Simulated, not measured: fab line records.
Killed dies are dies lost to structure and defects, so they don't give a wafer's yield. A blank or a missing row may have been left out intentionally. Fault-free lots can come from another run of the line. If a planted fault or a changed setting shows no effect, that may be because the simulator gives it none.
fab line records -- flow nand_harc
record: lots: 7, wafers: 21, last_day: 32
route steps=1302 shown A_CHANNEL_FILL_D1@501 END@1302
lots with no fault: from the same line, run without faults
start_h: start of the lot's first displayed wafer, in hours after the record's first day -- wait_h: hours since the lot's step before -- " identical to the entry in the row above -- L1.1+2: several wafers, shown together as one row -- - no value, or no start was given -- * or withheld: withheld -- < > ~ a bound
route shown NAME@n: NAME is a module with steps in the file, n the number in the route of the first one -- usual: mean/standard deviation taken from wafers without a fault -- same: alike in all rows -- chamber/n: place in a boat -- sites: per-site readings -- _std_site: standard deviation across them -- _edge_site: outer sites' mean less inner sites' -- radius_mm: for every site, how far away it sits from the centre of the wafer -- mask NAME#n: copy n -- behind: tool/chamber where the wafer was last shaped -- hold: why the lot was held/for how many hours/how that ended -- device: whichever transistor did not switch (one of n, p or np) -- end of line: the route-end tests of the same wafers -- a step given without rows: its recipe and nothing more -- killed: dies lost to structure and defects at the first sort, not the wafer's yield -- map: a wafer's dies, x killed, . not, _ none there
set.NAME: setting as actually run; set.NAME@STEP: the setting as run at that earlier step -- model.NAME: the simulator's own value behind a step, which no gauge read
lots seen at some steps along the route; tables by step, rows by wafer
services: the hour from which a tool's chamber was out of use, counted from the record's first day as start_h (under 0 if before that day), plus the number of hours and why
== steps ==
step: NHARC_A_CHANNEL_FILL_D1_STRIP_28
recipe: time_s: 20, o2_flow_sccm: 500, ar_flow_sccm: 0, bias_w: 0, chemistry: O2
usual: drypump_motor_current_A: 5.9/0.38, oes_product_au: 1.001/0.013, rf_vpp_V: 57.8/0.87, showerhead_plenum_p_Torr: 3.59/0.11, throttle_valve_pct: 17.036/0.0088
same: time_s: 20
lot.wafer,tool,chamber,start_h,wait_h,drypump_motor_current_A,oes_product_au,rf_hours_counter_h,rf_vpp_V,showerhead_plenum_p_Torr,throttle_valve_pct
L738.2,rie_diel-03,1,226.64,0.1,6.2,0.999,5.4,56.9,3.49,17.028
L738.3,rie_diel-03,3,226.64,0.1,5.3,1.004,5.7,58.7,3.53,17.039
L738.6,rie_diel-03,1,226.64,0.1,6.2,0.998,-,57.6,3.49,17.021
L739.1,rie_diel-11,3,242.18,0.1,6.2,1.014,9.2,56.8,3.70,17.036
L739.3,rie_diel-11,0,242.18,0.1,5.8,0.999,9.5,57.7,3.46,17.039
L739.6,rie_diel-11,1,242.18,0.1,6.5,1.006,-,59.8,3.71,17.048
L745.2,rie_diel-03,0,301.66,0.1,5.3,0.991,0.8,58.1,3.72,17.027
L745.1,rie_diel-03,2,301.66,0.1,6.2,0.993,0.7,57.0,3.66,17.047
L745.5,rie_diel-03,0,301.66,0.1,5.3,0.977,-,58.4,3.72,17.019
L747.4,rie_diel-11,3,324.71,0.1,6.2,1.005,3.9,56.7,3.69,17.037
L747.1,rie_diel-11,0,324.71,0.1,5.8,1.008,4.1,57.1,3.46,17.031
L747.5,rie_diel-11,2,324.71,0.1,6.0,1.003,-,57.2,3.58,17.036
L746.2,rie_diel-11,2,324.75,0.1,6.0,1.007,3.4,58.5,3.58,17.017
L746.3,rie_diel-11,3,324.75,0.1,6.2,1.021,3.9,58.4,3.70,17.041
L746.6,rie_diel-11,1,324.75,0.1,6.5,1.018,-,58.7,3.71,17.043
L749.4,rie_diel-11,3,333.52,0.1,6.2,1.001,4.4,57.2,3.70,17.048
L749.6,rie_diel-11,1,333.52,0.1,6.5,1.013,-,58.2,3.71,17.028
L749.5,rie_diel-11,2,333.52,0.1,5.9,0.998,-,57.7,3.58,17.034
L758.2,rie_diel-03,2,431.91,0.1,6.2,0.980,6.9,57.0,3.65,17.042
L758.3,rie_diel-03,1,431.91,0.1,6.2,1.008,6.4,58.1,3.48,17.045
L758.5,rie_diel-03,3,431.91,0.1,5.3,1.004,-,58.8,3.52,17.043
step: NHARC_A_CHANNEL_FILL_D1_PRECLEAN_21
recipe: time_s: 30, chemistry: dHF
step: NHARC_A_CHANNEL_FILL_D1_SRD_23
step: NHARC_A_CHANNEL_FILL_D1_CVD_05
recipe: target_thk_a: 50, temp_c: 550, material: poly-Si
step: NHARC_A_CHANNEL_FILL_D1_ANNEAL_22
recipe: temp_c: 620, time_s: 7200
step: NHARC_A_CHANNEL_FILL_D1_ALD_25
recipe: target_thk_a: 600, pulse_time_s: 10, ald_cycles: 600, temp_c: 300, material: SiOx
usual: heater_power_w: 498/45, precursor_pulse_height_rel: 0.999/0.019
lot.wafer,tool,chamber,start_h,wait_h,heater_power_w,precursor_pulse_height_rel
L738.2,ald_hk-04,0,238.44,0.1,501,0.987
L738.3,ald_hk-04,3,240.27,1.9,495,1.004
L738.6,ald_hk-04,1,241.50,3.1,437,1.008
L739.3,ald_hk-03,2,253.93,0.1,484,1.013
L739.1,ald_hk-03,3,253.93,0.1,579,0.993
L739.6,ald_hk-03,2,256.37,2.5,477,1.030
L745.2,ald_hk-02,0,313.42,0.1,472,1.000
L745.1,ald_hk-02,3,317.06,3.7,469,0.955
L745.5,ald_hk-02,0,318.28,4.9,473,0.997
L746.2,ald_hk-04,2,336.30,0.1,473,1.002
L746.3,ald_hk-04,1,338.12,1.9,424,1.017
L746.6,ald_hk-04,2,338.12,1.9,477,0.973
L747.1,ald_hk-02,3,337.53,1.3,470,1.028
L747.4,ald_hk-02,0,338.77,2.5,465,0.993
L747.5,ald_hk-02,3,342.48,6.2,447,0.964
L749.4,ald_hk-03,3,347.78,2.4,587,1.038
L749.5,ald_hk-03,0,347.78,2.4,521,1.016
L749.6,ald_hk-03,1,347.78,2.4,538,0.996
L758.3,ald_hk-04,0,445.01,0.7,481,0.998
L758.2,ald_hk-04,1,445.01,0.7,418,0.993
L758.5,ald_hk-04,3,446.86,2.5,469,0.947
step: NHARC_A_CHANNEL_FILL_D1_ETCHBACK_08
recipe: target_depth_a: 2200, time_s: 110, c4f8_flow_sccm: 20, ar_flow_sccm: withheld, rf_w: 600, bias_w: 300, chemistry: C4F8
usual: oes_product_au: 0.95/0.039, rf_vpp_V: 441.7/2.2
same: time_s: 110
lot.wafer,tool,chamber,start_h,wait_h,oes_product_au,rf_hours_counter_h,rf_vpp_V
L738.3,rie_diel-03,3,-,-,0.92,6.3,440.5
L738.2,rie_diel-03,0,-,-,0.91,6.7,443.9
L738.6,rie_diel-03,2,-,-,0.92,-,441.7
L739.3,rie_diel-13,1,-,-,1.02,7.5,442.5
L739.1,rie_diel-13,3,-,-,1.00,6.4,437.4
L739.6,rie_diel-13,0,-,-,0.99,-,439.3
L745.2,rie_diel-03,3,-,-,0.92,1.6,442.1
L745.1,rie_diel-03,0,-,-,0.91,1.7,443.1
L745.5,rie_diel-03,2,-,-,0.92,-,444.7
L746.2,rie_diel-13,1,-,-,0.93,13.6,442.5
L746.3,rie_diel-13,0,-,-,0.92,12.6,439.2
L746.6,rie_diel-13,2,-,-,0.93,-,443.4
L747.4,rie_diel-03,1,-,-,1.00,3.9,442.2
L747.1,rie_diel-03,2,-,-,0.97,3.7,442.8
L747.5,rie_diel-03,0,-,-,0.97,-,443.4
L749.4,rie_diel-03,2,-,-,0.98,4.0,442.0
L749.5,rie_diel-03,1,-,-,1.00,-,441.1
L749.6,rie_diel-03,2,-,-,0.99,-,442.3
L758.2,rie_diel-03,1,-,-,0.92,7.6,439.2
L758.3,rie_diel-03,2,-,-,0.92,8.0,442.0
L758.5,rie_diel-03,3,-,-,0.92,-,441.5
step: NHARC_A_CHANNEL_FILL_D1_STRIP_29
recipe: time_s: 20, o2_flow_sccm: 500, ar_flow_sccm: 0, bias_w: 0, chemistry: O2
usual: drypump_motor_current_A: 5.9/0.38, oes_product_au: 0.998/0.013, rf_vpp_V: 57.8/0.87, showerhead_plenum_p_Torr: 3.57/0.12, throttle_valve_pct: 17.038/0.0092
same: time_s: 20
lot.wafer,tool,chamber,start_h,wait_h,drypump_motor_current_A,oes_product_au,rf_hours_counter_h,rf_vpp_V,showerhead_plenum_p_Torr,throttle_valve_pct
L738.3,rie_diel-03,1,-,-,6.3,1.002,6.3,57.9,3.49,17.044
L738.2,rie_diel-03,3,-,-,5.3,1.010,6.4,57.4,3.53,17.042
L738.6,rie_diel-03,1,-,-,6.2,0.985,-,58.4,3.49,17.056
L739.3,rie_diel-13,1,-,-,6.0,1.006,7.5,57.5,3.58,17.038
L739.1,rie_diel-13,3,-,-,5.5,0.981,6.4,57.3,3.31,17.042
L739.6,rie_diel-13,2,-,-,5.7,1.008,-,59.1,3.67,17.053
L745.1,rie_diel-03,1,-,-,6.3,1.001,1.5,57.2,3.49,17.044
L745.2,rie_diel-03,0,-,-,5.3,0.976,1.7,57.4,3.72,17.048
L745.5,rie_diel-03,2,-,-,6.2,0.984,-,57.5,3.66,17.048
L746.3,rie_diel-13,3,-,-,5.6,1.002,12.2,58.2,3.31,17.041
L746.2,rie_diel-13,0,-,-,5.8,0.988,12.6,57.4,3.41,17.040
L746.6,rie_diel-13,3,-,-,5.5,1.009,-,57.5,3.31,17.042
L747.4,rie_diel-03,1,-,-,6.2,0.992,4.0,56.0,3.48,17.047
L747.1,rie_diel-03,3,-,-,5.3,1.002,3.4,58.1,3.52,17.047
L747.5,rie_diel-03,1,-,-,6.2,0.996,-,58.0,3.48,17.028
L749.4,rie_diel-03,3,-,-,5.3,1.013,3.7,59.2,3.52,17.029
L749.5,rie_diel-03,1,-,-,6.2,0.997,-,58.2,3.48,17.057
L749.6,rie_diel-03,2,-,-,6.2,0.969,-,59.0,3.66,17.037
L758.2,rie_diel-03,2,-,-,6.2,0.998,8.0,57.4,3.65,17.040
L758.3,rie_diel-03,1,-,-,6.3,0.997,7.6,59.4,3.48,17.034
L758.5,rie_diel-03,3,-,-,5.3,0.989,-,56.9,3.52,17.049
step: NHARC_A_CHANNEL_FILL_D1_PRECLEAN_30
recipe: time_s: 30, chemistry: dHF
step: NHARC_A_CHANNEL_FILL_D1_SRD_31
step: NHARC_A_CHANNEL_FILL_D1_CVD_09
recipe: target_thk_a: 1500, temp_c: 620, pressure_mtorr: 200, time_s: 3000, material: poly-Si
step: NHARC_A_CHANNEL_FILL_D1_CMP_10
recipe: target_thk_nm: 150
usual: edge_zone_pressure_frac: 0.999/0.0049, motor_current_A: 11.4/0.91, slurry_flow_ml_min: 150.0/0.52, time_to_endpoint_s: 14.5/2.6
lot.wafer,tool,chamber,start_h,wait_h,edge_zone_pressure_frac,motor_current_A,slurry_flow_ml_min,time_to_endpoint_s
L738.2,cmp-03,3,249.77,0.4,0.993,11.7,149.6,13.2
L738.3,cmp-03,0,249.77,0.4,1.002,12.9,150.1,15.0
L738.6,cmp-03,3,249.77,0.4,1.005,11.5,149.7,11.6
L739.3,cmp-01,0,265.20,0.4,0.995,10.8,149.7,11.9
L739.1,cmp-01,3,265.20,0.4,1.003,11.2,150.3,14.4
L739.6,cmp-01,0,265.20,0.4,0.996,11.4,149.7,11.7
L745.2,cmp-03,1,328.40,0.4,-,-,-,-
L745.1,cmp-03,2,328.40,0.4,-,-,-,-
L745.5,cmp-03,0,328.40,0.4,-,-,-,-
L746.3,cmp-03,1,347.68,0.4,-,-,-,-
L746.2,cmp-03,3,347.68,0.4,-,-,-,-
L746.6,cmp-03,2,347.68,0.4,-,-,-,-
L747.4,cmp-01,2,351.26,0.4,-,-,-,-
L747.1,cmp-01,0,351.26,0.4,-,-,-,-
L747.5,cmp-01,3,351.26,0.4,-,-,-,-
L749.4,cmp-02,0,357.27,0.4,1.011,11.1,150.5,12.2
L749.6,cmp-02,1,357.27,0.4,0.992,11.8,149.9,15.1
L749.5,cmp-02,2,357.27,0.4,0.998,12.9,151.1,13.9
L758.2,cmp-01,0,455.69,0.4,0.987,10.7,149.5,9.9
L758.3,cmp-01,1,455.69,0.4,1.001,10.5,149.8,18.3
L758.5,cmp-01,0,455.69,0.4,0.993,11.6,149.6,10.9
step: NHARC_END_SORT_01
recipe: temp_c: 25
usual: killed_at_array: 56/19, killed_at_other: 0.6/1, killed_at_periphery: 3.9/2.7, killed_dies: 61/19, killed_open: 3.3/1.9, killed_short: 2.4/1.7
same: gross_dies: 677
lot.wafer,tool,chamber,start_h,wait_h,killed_at_array,killed_at_other,killed_at_periphery,killed_dies,killed_open,killed_short
L745.1,prober-01,0,653.02,2.5,676,0,1,677,1,4
L745.2,prober-01,0,653.83,2.8,672,1,4,677,6,1
L745.5,prober-01,0,656.26,3.7,672,0,5,677,5,2
L746.2,prober-02,0,667.31,2.8,674,2,1,677,5,0
L746.3,prober-02,0,668.11,3.1,674,1,2,677,2,3
L746.6,prober-02,0,670.50,4.0,674,1,2,677,3,3
L747.1,prober-01,0,683.21,2.5,669,0,8,677,3,0
L747.4,prober-01,0,685.59,3.4,670,1,6,677,2,4
L747.5,prober-01,0,686.39,3.7,668,1,8,677,2,3
killed by level:class
L745.1 A_CHANNEL_FILL_D1:area_cmp=640 A_CHANNEL_HOLE_D2:chamber_film_flake=17 A_CHANNEL_HOLE_D1:chamber_film_flake=5 A_SLIT:chamber_film_flake=4 A_CHANNEL_FILL_D2:geometric_particle:short=3 A_CHANNEL_FILL_D2:chamber_film_flake=3 P_GATE:geometric_particle:open=1 A_WL_FILL:geometric_particle:short=1
L745.2 A_CHANNEL_FILL_D1:area_cmp=644 A_CHANNEL_HOLE_D2:chamber_film_flake=12 A_CHANNEL_FILL_D2:chamber_film_flake=4 A_CHANNEL_HOLE_D1:chamber_film_flake=3 A_SLIT:chamber_film_flake=3 A_WL_FILL:geometric_particle:open=2 P_GATE:geometric_particle:open=1 P_CONTACT:geometric_particle:open=1
L745.5 A_CHANNEL_FILL_D1:area_cmp=648 A_CHANNEL_HOLE_D2:chamber_film_flake=11 A_CHANNEL_HOLE_D1:chamber_film_flake=3 A_DECK1_JOINT:chamber_film_flake=3 A_CHANNEL_FILL_D2:chamber_film_flake=3 P_CONTACT:geometric_particle:open=2 A_M0:geometric_particle:open=2 P_M0:geometric_particle:open=1
L746.2 A_CHANNEL_FILL_D1:area_cmp=593 A_SLIT:chamber_film_flake=35 A_CHANNEL_HOLE_D1:chamber_film_flake=27 A_CHANNEL_HOLE_D2:chamber_film_flake=11 THIN_TSV:chamber_film_flake=2 A_CONTACT:chamber_film_flake=2 A_SOURCE_PLATE:geometric_particle:open=1 A_ONON_D1:geometric_particle:open=1
L746.3 A_CHANNEL_FILL_D1:area_cmp=589 A_SLIT:chamber_film_flake=33 A_CHANNEL_HOLE_D1:chamber_film_flake=28 A_CHANNEL_HOLE_D2:chamber_film_flake=11 A_STAIRCASE:chamber_film_flake=3 P_GATE:chamber_film_flake=2 A_CONTACT:chamber_film_flake=2 A_M1:chamber_film_flake=2
L746.6 A_CHANNEL_FILL_D1:area_cmp=592 A_CHANNEL_HOLE_D1:chamber_film_flake=33 A_SLIT:chamber_film_flake=32 A_CHANNEL_HOLE_D2:chamber_film_flake=8 A_CONTACT:chamber_film_flake=2 A_CHANNEL_HOLE_D1:geometric_particle:short=1 A_CHANNEL_HOLE_D2:geometric_particle:open=1 A_SGD_CUT:geometric_particle:open=1
L747.1 A_CHANNEL_FILL_D1:area_cmp=641 A_SLIT:chamber_film_flake=19 P_STI:chamber_film_flake=3 P_GATE:chamber_film_flake=3 A_CHANNEL_HOLE_D1:chamber_film_flake=3 A_STAIRCASE:chamber_film_flake=3 A_CONTACT:chamber_film_flake=2 P_CONTACT:geometric_particle:open=1
L747.4 A_CHANNEL_FILL_D1:area_cmp=628 A_SLIT:chamber_film_flake=31 A_CHANNEL_HOLE_D1:chamber_film_flake=5 P_M0:geometric_particle:open=2 A_ONON_D2:geometric_particle:short=2 P_STI:chamber_film_flake=2 A_CONTACT:geometric_particle:short=1 A_M0:geometric_particle:short=1
L747.5 A_CHANNEL_FILL_D1:area_cmp=620 A_SLIT:chamber_film_flake=35 A_CHANNEL_HOLE_D1:chamber_film_flake=8 P_STI:chamber_film_flake=4 P_GATE:chamber_film_flake=2 A_CHANNEL_FILL_D1:chamber_film_flake=2 P_M0:geometric_particle:open=1 P_M0:geometric_particle:short=1
map L745.1 (x killed, . not)
____________x____________
_________xxxxxxx_________
_______xxxxxxxxxxx_______
______xxxxxxxxxxxxx______
_____xxxxxxxxxxxxxxx_____
____xxxxxxxxxxxxxxxxx____
____xxxxxxxxxxxxxxxxx____
___xxxxxxxxxxxxxxxxxxx___
___xxxxxxxxxxxxxxxxxxx___
__xxxxxxxxxxxxxxxxxxxxx__
__xxxxxxxxxxxxxxxxxxxxx__
_xxxxxxxxxxxxxxxxxxxxxxx_
_xxxxxxxxxxxxxxxxxxxxxxx_
_xxxxxxxxxxxxxxxxxxxxxxx_
_xxxxxxxxxxxxxxxxxxxxxxx_
_xxxxxxxxxxxxxxxxxxxxxxx_
xxxxxxxxxxxxxxxxxxxxxxxxx
xxxxxxxxxxxxxxxxxxxxxxxxx
xxxxxxxxxxxxxxxxxxxxxxxxx
xxxxxxxxxxxxxxxxxxxxxxxxx
xxxxxxxxxxxxxxxxxxxxxxxxx
_xxxxxxxxxxxxxxxxxxxxxxx_
_xxxxxxxxxxxxxxxxxxxxxxx_
_xxxxxxxxxxxxxxxxxxxxxxx_
_xxxxxxxxxxxxxxxxxxxxxxx_
_xxxxxxxxxxxxxxxxxxxxxxx_
__xxxxxxxxxxxxxxxxxxxxx__
__xxxxxxxxxxxxxxxxxxxxx__
___xxxxxxxxxxxxxxxxxxx___
___xxxxxxxxxxxxxxxxxxx___
____xxxxxxxxxxxxxxxxx____
____xxxxxxxxxxxxxxxxx____
_____xxxxxxxxxxxxxxx_____
______xxxxxxxxxxxxx______
_______xxxxxxxxxxx_______
_________xxxxxxx_________
____________x____________
map L746.2 (x killed, . not)
____________x____________
_________xxxxxxx_________
_______xxxxxxxxxxx_______
______xxxxxxxxxxxxx______
_____xxxxxxxxxxxxxxx_____
____xxxxxxxxxxxxxxxxx____
____xxxxxxxxxxxxxxxxx____
___xxxxxxxxxxxxxxxxxxx___
___xxxxxxxxxxxxxxxxxxx___
__xxxxxxxxxxxxxxxxxxxxx__
__xxxxxxxxxxxxxxxxxxxxx__
_xxxxxxxxxxxxxxxxxxxxxxx_
_xxxxxxxxxxxxxxxxxxxxxxx_
_xxxxxxxxxxxxxxxxxxxxxxx_
_xxxxxxxxxxxxxxxxxxxxxxx_
_xxxxxxxxxxxxxxxxxxxxxxx_
xxxxxxxxxxxxxxxxxxxxxxxxx
xxxxxxxxxxxxxxxxxxxxxxxxx
xxxxxxxxxxxxxxxxxxxxxxxxx
xxxxxxxxxxxxxxxxxxxxxxxxx
xxxxxxxxxxxxxxxxxxxxxxxxx
_xxxxxxxxxxxxxxxxxxxxxxx_
_xxxxxxxxxxxxxxxxxxxxxxx_
_xxxxxxxxxxxxxxxxxxxxxxx_
_xxxxxxxxxxxxxxxxxxxxxxx_
_xxxxxxxxxxxxxxxxxxxxxxx_
__xxxxxxxxxxxxxxxxxxxxx__
__xxxxxxxxxxxxxxxxxxxxx__
___xxxxxxxxxxxxxxxxxxx___
___xxxxxxxxxxxxxxxxxxx___
____xxxxxxxxxxxxxxxxx____
____xxxxxxxxxxxxxxxxx____
_____xxxxxxxxxxxxxxx_____
______xxxxxxxxxxxxx______
_______xxxxxxxxxxx_______
_________xxxxxxx_________
____________x____________
== services ==
tool,chamber,start_h,hours,kind
ald_hk-03,-,212.68,10.0,pm
cmp-02,-,226.57,3.5,repair
ald_hk-02,-,226.96,0.2,repair
cmp-02,-,232.50,4.0,pm
ald_hk-02,-,234.62,0.8,repair
rie_diel-13,-,254.43,1.1,repair
rie_diel-11,-,255.50,9.0,pm
cmp-03,-,266.97,4.0,pm
rie_diel-03,-,281.40,9.0,pm
cmp-01,-,283.61,4.0,pm
ald_hk-02,-,302.21,1.1,repair
cmp-03,-,311.14,1.2,repair
cmp-01,-,318.15,0.4,repair
rie_diel-13,-,342.00,9.0,pm
rie_diel-11,-,344.51,5.2,repair
cmp-03,-,364.97,4.0,pm
ald_hk-04,-,374.28,0.5,repair
cmp-01,-,381.61,4.0,pm
rie_diel-11,1,413.76,10.6,repair
rie_diel-13,-,416.05,0.4,repair
cmp-03,-,429.94,1.6,repair
rie_diel-11,-,432.50,9.0,pm
ald_hk-04,-,433.54,10.0,pm
cmp-01,-,435.73,5.5,repair
== key ==
first_sign: step: NHARC_A_CHANNEL_FILL_D1_CMP_10, reading: tool_record, direction: missing
effect: step: NHARC_END_SORT_01, reading: killed_dies, direction: up, sigmas: 33, usual: 61, struck: 677
more_kills_born_at: NHARC_A_CHANNEL_FILL_D1_CMP_10@cmp-03: 3706, NHARC_A_CHANNEL_FILL_D1_CMP_10@cmp-01: 1889
met_at NHARC_A_CHANNEL_FILL_D1_CMP_10
struck_wafers L745.1,L745.2,L745.5,L746.2,L746.3,L746.6,L747.1,L747.4,L747.5
later_rows_left_out L745.1,L745.2,L745.5,L746.2,L746.3,L746.6,L747.1,L747.4,L747.5
tester_left_out L745,L746,L747
onset_between 265.20 328.40
fault: kind: skipped_step_whole, tool: cmp-01,cmp-03, chamber: -, onset_h: 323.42, steps: NHARC_A_CHANNEL_FILL_D1_CMP_10, scope: struck_lots_only
tester_left_out: of these lots the tester's yield and bins aren't shown, on N5 and GAA mostly nor the transistor test; their killed dies are dies lost to structure and defects alone, not to doping, threshold or leakage, so they don't give the yield
later_rows_left_out: the simulator's readings of these wafers behind a module that went badly wrong aren't trusted and aren't shown, but for the sort
